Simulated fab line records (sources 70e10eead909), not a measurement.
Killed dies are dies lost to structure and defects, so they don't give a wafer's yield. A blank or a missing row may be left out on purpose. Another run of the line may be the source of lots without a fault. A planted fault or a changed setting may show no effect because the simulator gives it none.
A lot that was struck, set against a sound lot :: flow nand-harc :: 15 out of 1159 route steps
Sound: wafers L445.2, L445.4, L445.5. Wafers struck: L465.1, L465.2, L465.6. The cause is named last.
Per side, at each step with rows, come the tool, then ch with its chambers, and then its first start. Under that, the readings that differ: sound wafers :: struck wafers :: difference of the means :: sigmas: that difference in standard deviations of wafers without a fault.
alike: readings whose means differ by less than 2 such deviations, and words and numbers that are the same on both sides. not compared: withheld readings, readings that some wafer has no value for, bounds like >300 that may hide the same value, and numbers for which the record gives no deviation and whose values overlap.
Wherever a step has rows on one side only, a row that says differs or no value, or a row with sigmas, the two part there. Non-overlapping numbers with no deviation appear without sigmas and do not part them. Lack of a reading on every wafer of one side parts them only where that side has two or more wafers.

first, 4 steps without rows for these wafers: NHARC_P_BONDPAD_EBR_05; NHARC_P_BONDPAD_EXPOSE_06 (exposes mask P BPAD); NHARC_P_BONDPAD_PEB_07 (peb time 80 s); NHARC_P_BONDPAD_DEVELOP_08 (time 50 s).
NHARC_P_BONDPAD_CD_MEAS_09: target cd 500 nm.
  sound on cd-sem-03 ch 0, day 6 22:19; struck on cd-sem-01 ch 0, day 11 13:37
  alike: cd-nm
NHARC_P_BONDPAD_OVL_MEAS_38:
  struck on overlay-01, day 11 13:42; sound on overlay-01, day 6 22:23
  alike: overlay-x-nm, overlay-y-nm
then, 1 step without rows for these wafers: NHARC_P_BONDPAD_HARDBAKE_10 (time 65 s).
NHARC_P_BONDPAD_DESCUM_11: chemistry O2, time 3 s.
  sound on rie-diel-11 ch 1,3, day 6 22:32; struck on rie-diel-04 ch 0,3, day 11 13:50
  alike: drypump-motor-current-A, oes-product-au, rf-vpp-V, showerhead-plenum-p-Torr, throttle-valve-pct
  not compared: rf-hours-counter-h
NHARC_P_BONDPAD_ETCH_37: etches the open film in N2/H2, target depth 60 nm, overetch 18 nm, time 65.91 s.
  sound on rie-diel-11 ch 0,1, day 6 22:36; struck on rie-diel-04 ch 0,1,2, day 11 13:55
  alike: drypump-motor-current-A, oes-product-au, rf-vpp-V, run-length-s, showerhead-plenum-p-Torr, throttle-valve-pct
  not compared: rf-hours-counter-h
NHARC_P_BONDPAD_ETCH_12: etches the open film in CHF3/O2, target depth 200 nm, time 100 s.
  sound: rie-diel-11 ch 0,2,3; struck: rie-diel-04 ch 1,2,3
  alike: drypump-motor-current-A, oes-product-au, rf-vpp-V, run-length-s, showerhead-plenum-p-Torr, throttle-valve-pct
  not compared: rf-hours-counter-h
NHARC_P_BONDPAD_CD_MEAS_13:
  struck on cd-sem-03, day 11 14:08; sound on cd-sem-03, day 6 22:50
  alike: cd-nm
NHARC_P_BONDPAD_STRIP_15: strips in O2.
  sound on rie-diel-04 ch 0,1,3, day 6 22:54; struck on rie-diel-04 ch 2,3, day 11 14:13
  alike: drypump-motor-current-A, oes-product-au, rf-vpp-V, showerhead-plenum-p-Torr, throttle-valve-pct
  not compared: rf-hours-counter-h
NHARC_P_BONDPAD_ETCH_24: etches the open film in CF4/N2, target depth 30 nm, time 72.99 s.
  sound on rie-diel-04 ch 0,3, day 6 23:04; struck on rie-diel-04 ch 0,3, day 11 14:22
reading: run-length-s (s)
sound: 95.1 94.7 94.5
struck: 101.5 101.3 101.2
difference: +6.6
sigmas: +15
  alike: drypump-motor-current-A, oes-product-au, rf-vpp-V, showerhead-plenum-p-Torr, throttle-valve-pct
  not compared: rf-hours-counter-h
then, 2 steps without rows for these wafers: NHARC_P_BONDPAD_STRIP_16 (strips in post etch residue remover, time 600 s); NHARC_END_SORT_01.

## WHERE THEY PART
At NHARC_P_BONDPAD_ETCH_24 and nowhere else, as far as this record goes.

WHY: what the simulator had put in
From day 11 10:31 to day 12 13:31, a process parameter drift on rie-diel-04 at NHARC_P_BONDPAD_ETCH_24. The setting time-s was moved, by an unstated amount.
